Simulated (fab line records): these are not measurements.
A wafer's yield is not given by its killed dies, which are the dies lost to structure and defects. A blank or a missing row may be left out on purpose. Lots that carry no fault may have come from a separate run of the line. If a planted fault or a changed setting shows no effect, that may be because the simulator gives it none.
Comparing a struck lot with a sound one | flow n5_finfet | 20 out of 1938 route steps
Sound: wafers L504.2, L504.3, L504.5. Wafers L511.4, L511.5, L511.6 were the ones struck. At the end, the cause is stated.
For every step that has rows: the tool of each side, followed by ch and its chambers, followed by its first start. Under that, the readings that differ: sound wafers | struck wafers | difference of the means | sigmas: that difference in standard deviations of wafers without a fault.
alike: readings whose means differ by less than 2 such deviations, and words and numbers that are the same on both sides. not compared: withheld readings, readings that some wafer has no value for, bounds like >300 that may hide the same value, and numbers for which the record gives no deviation and whose values overlap.
Wherever a step has rows on one side only, a row that says differs or no value, or a row with sigmas, the two part there. Numbers that have no deviation but don't overlap get no sigmas and don't part them. Lack of a reading on every wafer of one side parts them only where that side has two or more wafers.

first, 11 steps without rows for these wafers: N5_BEOL_M3_ETCH_74 (etches underlayer in N2/H2, target depth 6.5 nm, time 5.2 s); N5_BEOL_M3_ETCH_63 (etches SiARC in CF4, target depth 15.6 nm, time 26 s); N5_BEOL_M3_ETCH_64 (etches SOC in N2/H2, target depth 75 nm, overetch 15 nm, time 112.5 s); N5_BEOL_M3_STRIP_65 (strips in N2/H2); N5_BEOL_M3_STRIP_75 (strips in N2/H2); N5_BEOL_M3_STRIP_66 (strips in CF4); N5_BEOL_M3_HM_OPEN_17 (chemistry Cl2/BCl3, target TiN, target depth 20 nm, overetch 6 nm); N5_BEOL_M3_STRIP_19 (strips in O2); N5_BEOL_M3_COAT_67 (time 60 s, resist thk 60 nm); N5_BEOL_M3_COAT_68 (time 60 s, resist thk 12 nm); N5_BEOL_M3_COAT_76 (time 60 s, resist thk 5 nm).
N5_BEOL_M3_COAT_22: resist thk 30 nm.
  sound on litho_track-05 ch 0, day 7 13:19; struck on litho_track-05 ch 0, day 9 11:40
  reading                                      | sound                | struck               | difference | sigmas
  spin_speed_rpm (rpm)                         | 1500.1 1500.1 1500.2 | 1336.2 1336.7 1335.0 | -164.2     | -99 or more
  model.CAR-EUV_of_BEOL_M3_COAT_22.thk_nm (nm) | 30 30 30.2           | 31.8 31.8 31.8       | +1.7       |
then, 5 steps without rows for these wafers: N5_BEOL_M3_EBR_24; N5_BEOL_M3_SOFTBAKE_23 (time 60 s); N5_BEOL_M3_EXPOSE_25 (exposes mask V2, defocus 5 nm); N5_BEOL_M3_PEB_26 (peb time 60 s); N5_BEOL_M3_DEVELOP_27 (develop time 30 s).
N5_BEOL_M3_DESCUM_33: chemistry O2, time 7 s.
  sound on rie_diel-04 ch 2,3, day 7 13:50; struck on rie_diel-04 ch 0,1,2, day 9 12:06
  reading                                      | sound        | struck       | difference | sigmas
  model.CAR-EUV_of_BEOL_M3_COAT_22.thk_nm (nm) | 26 26.2 26.2 | 27.8 28 27.8 | +1.7       |
  alike: drypump_motor_current_A, oes_product_au, rf_vpp_V, showerhead_plenum_p_Torr, throttle_valve_pct
  not compared: rf_hours_counter_h
then, 1 step without rows for these wafers: N5_BEOL_M3_ETCH_77 (etches underlayer in N2/H2, target depth 6.5 nm, time 5.2 s).
N5_BEOL_M4_RC_MEAS_101:
  sound on prober-01 ch 0, day 8 07:33; struck on prober-02 ch 0, day 10 08:14
  alike: DIBL_N, DIBL_P, IOFF_N, IOFF_P, ION_N, ION_P, SS_N, SS_P, VT_N, VT_P

== WHERE THEY PART ==
Only at N5_BEOL_M3_COAT_22, within this record. Later steps at which nothing parts them and some readings are alike: N5_BEOL_M3_DESCUM_33, N5_BEOL_M4_RC_MEAS_101.

WHY: the cause the simulator had injected
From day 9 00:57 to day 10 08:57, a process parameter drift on litho_track-05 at N5_BEOL_M3_COAT_22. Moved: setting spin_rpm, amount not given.
